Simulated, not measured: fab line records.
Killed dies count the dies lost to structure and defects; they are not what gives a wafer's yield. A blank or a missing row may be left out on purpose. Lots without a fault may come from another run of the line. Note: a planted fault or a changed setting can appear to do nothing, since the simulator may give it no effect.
Comparing a struck lot with a sound one -- flow n5_finfet -- 37 out of 1938 route steps
Sound: these wafers, L801.2, L801.3, L801.4. Wafers L810.2, L810.5, L810.6 were the ones struck. The cause comes at the end.
Each step with rows lists, per side, the tool, then ch with its chambers, then its first start. Under that, the readings that differ: sound wafers -- struck wafers -- difference of the means -- sigmas: that difference in standard deviations of wafers without a fault.
alike: same words and numbers on both sides, and readings whose means sit less than 2 such deviations apart. not compared: any withheld reading, any reading some wafer has no value for, any bound like >300 that may hide the same value, and any number with overlapping values for which the record gives no deviation.
Wherever a step has rows on one side only, a row that says differs or no value, or a row with sigmas, the two part there. Numbers that have no deviation but don't overlap get no sigmas and don't part them. Lack of a reading on every wafer of one side parts them only where that side has two or more wafers.

N5_BEOL_M1_ANNEAL_51: time 90 s.
  sound on rtp_anneal-02 ch 0, day 9 01:21; struck on rtp_anneal-01 ch 0, day 11 01:33
  alike: wafer_temp_C_max
then, 1 step without rows for these wafers: N5_BEOL_M1_CMP_52 (polishes, stops on SiOC, t overpolish 6.8 s, target thk 40 nm).
N5_BEOL_M1_THK_MEAS_53: measures by xrf.
  sound on film_metro-01, day 9 01:55; struck on film_metro-02, day 11 02:07
  alike: M1_THK
then, 4 steps without rows for these wafers: N5_BEOL_M1_PRE_CLEAN_60 (time 15 s); N5_BEOL_M1_CO_CAP_55 (material Co, precursor CCTBA/H2, target thk 2 nm, time 102.1 s); N5_BEOL_M1_PRE_CLEAN_56 (time 15 s); N5_BEOL_M1_DEP_57 (deposits SiCN from 3MS/NH3, target thk 8 nm, time 14 s).
N5_BEOL_M1_RS_MEAS_58: measurement is done with a four-point probe.
  sound on film_metro-01, day 9 02:10; struck on film_metro-02, day 11 02:22
  alike: M1_RS
N5_BEOL_M1_INSPECT_59: inspects for defects (darkfield).
  sound on defect_inspect-01, day 9 02:12; struck on defect_inspect-02, day 11 02:23
  alike: raw_defect_count
then, 1 step without rows for these wafers: N5_BEOL_M2_ILD_DEP_00 (deposits SiOC from DEMS/O2, target thk 79 nm, time 15.3 s).
N5_BEOL_M2_THK_MEAS_01:
  sound on film_metro-01, day 9 02:18; struck on film_metro-02, day 11 02:30
  alike: M2_ILD_THK
then, 1 step without rows for these wafers: N5_BEOL_M2_PECVD_72 (deposits SiO2 from TEOS/O2, target thk 16 nm, time 18 s).
N5_BEOL_M2_HM_DEP_02: deposits TiN, target thk 20 nm.
  sound on pvd_sputter-01, day 9 03:07; struck on pvd_sputter-02, day 11 05:06
  no value came back on the struck wafers for chamber_pressure_pa (Pa), substrate_temp_c (C), throttle_valve_pct (%); on the sound wafers chamber_pressure_pa (Pa) reads 0.5010 0.4989 0.5001
then, 9 steps without rows for these wafers: N5_BEOL_M2_COAT_61 (time 60 s, resist thk 60 nm); N5_BEOL_M2_COAT_62 (time 60 s, resist thk 12 nm); N5_BEOL_M2_COAT_73 (time 60 s, resist thk 5 nm); N5_BEOL_M2_COAT_05 (resist thk 30 nm); N5_BEOL_M2_EBR_07; N5_BEOL_M2_SOFTBAKE_06 (time 60 s); N5_BEOL_M2_EXPOSE_08 (exposes mask M2); N5_BEOL_M2_PEB_09 (peb time 60 s); N5_BEOL_M2_DEVELOP_10 (develop time 30 s).
N5_BEOL_M2_CD_MEAS_11: target cd 16.79 nm.
  sound on cd_sem-03 ch 0, day 9 03:31; struck on cd_sem-02 ch 0, day 11 05:31
  alike: cd_nm
N5_BEOL_M2_OVL_MEAS_12:
  sound on overlay-01 ch 0, day 9 03:32; struck on overlay-01 ch 0, day 11 05:33
  alike: M2_OVL
N5_BEOL_M2_INSPECT_13: inspects for defects (brightfield).
  sound on defect_inspect-02, day 9 03:36; struck on defect_inspect-02, day 11 05:36
  alike: raw_defect_count
N5_BEOL_M2_DESCUM_16: chemistry O2, time 7 s.
  sound on rie_diel-05 ch 0,1,2, day 9 03:38; struck on rie_diel-01 ch 0,1,3, day 11 06:01
  alike: drypump_motor_current_A, oes_product_au, rf_vpp_V, showerhead_plenum_p_Torr, throttle_valve_pct
  not compared: rf_hours_counter_h
then, 1 step without rows for these wafers: N5_BEOL_M2_ETCH_74 (etches underlayer in N2/H2, target depth 6.5 nm, time 5.2 s).
N5_BEOL_M2_ETCH_63: etches SiARC in CF4, target depth 15.6 nm, time 26 s.
  sound on rie_diel-05 ch 0,1,2, day 9 03:41; struck on rie_diel-01 ch 0,1,3, day 11 06:04
reading,sound,struck,difference,sigmas
etch_rf_on_time_s (s),26.3 26.9 26.7,25.7 25.4 24.6,-1.4,-2
  alike: drypump_motor_current_A, mfc_ar_sccm, oes_product_au, rf_vpp_V, showerhead_plenum_p_Torr, throttle_valve_pct
  not compared: rf_hours_counter_h
N5_BEOL_M2_ETCH_64: etches SOC in N2/H2, target depth 75 nm, overetch 22.5 nm, time 121.9 s.
  sound on rie_diel-05 ch 0,1,2, day 9 03:43; struck on rie_diel-01 ch 0,1,3, day 11 06:06
  alike: drypump_motor_current_A, oes_product_au, rf_vpp_V, showerhead_plenum_p_Torr, throttle_valve_pct
  not compared: rf_hours_counter_h
then, 2 steps without rows for these wafers: N5_BEOL_M2_STRIP_65 (strips in N2/H2); N5_BEOL_M2_STRIP_75 (strips in N2/H2).
N5_BEOL_M2_STRIP_66: strips in CF4.
  sound on rie_diel-05 ch 0,1,2, day 9 03:50; struck on rie_diel-01 ch 0,1,3, day 11 06:14
  alike: drypump_motor_current_A, oes_product_au, rf_vpp_V, showerhead_plenum_p_Torr, throttle_valve_pct
  not compared: rf_hours_counter_h
N5_BEOL_M2_HM_OPEN_17: chemistry Cl2/BCl3, target TiN, target depth 20 nm, overetch 6 nm.
  sound on rie_metal-03 ch 0,1, day 9 03:53; struck on rie_metal-03 ch 0, day 11 06:18
reading,sound,struck,difference,sigmas
oes_product_au (a.u.),0.60 0.75 0.59,0.26 0.26 0.26,-0.39,-4
throttle_valve_pct (%),22.41 21.70 22.40,23.06 23.05 23.04,+0.88,+3
model.etch.depth_nm (nm),20 19.97 19.87,0 0 0,-20,
  alike: drypump_motor_current_A, mfc_ar_sccm
  not compared: rf_hours_counter_h
then, 1 step without rows for these wafers: N5_BEOL_M2_STRIP_19 (strips in O2).
N5_BEOL_M2_CD_MEAS_18: pitch 36 nm, target cd 18 nm.
  sound on cd_sem-03, day 9 04:04; struck on cd_sem-01, day 11 06:43
reading,sound,struck,difference,sigmas
cd_nm (nm),17.8 18.0 18.1,- - -,no value on the struck wafers,
then, 1 step without rows for these wafers: N5_BEOL_M2_COAT_67 (time 60 s, resist thk 60 nm).
N5_BEOL_M4_RC_MEAS_101:
  the record has rows for the sound wafers here (prober-01 ch 0, day 10 10:22) and none for the struck ones

== WHERE THEY PART ==
First at N5_BEOL_M2_HM_DEP_02; last, within this record, at N5_BEOL_M4_RC_MEAS_101.

WHY: what had been put in by the simulator
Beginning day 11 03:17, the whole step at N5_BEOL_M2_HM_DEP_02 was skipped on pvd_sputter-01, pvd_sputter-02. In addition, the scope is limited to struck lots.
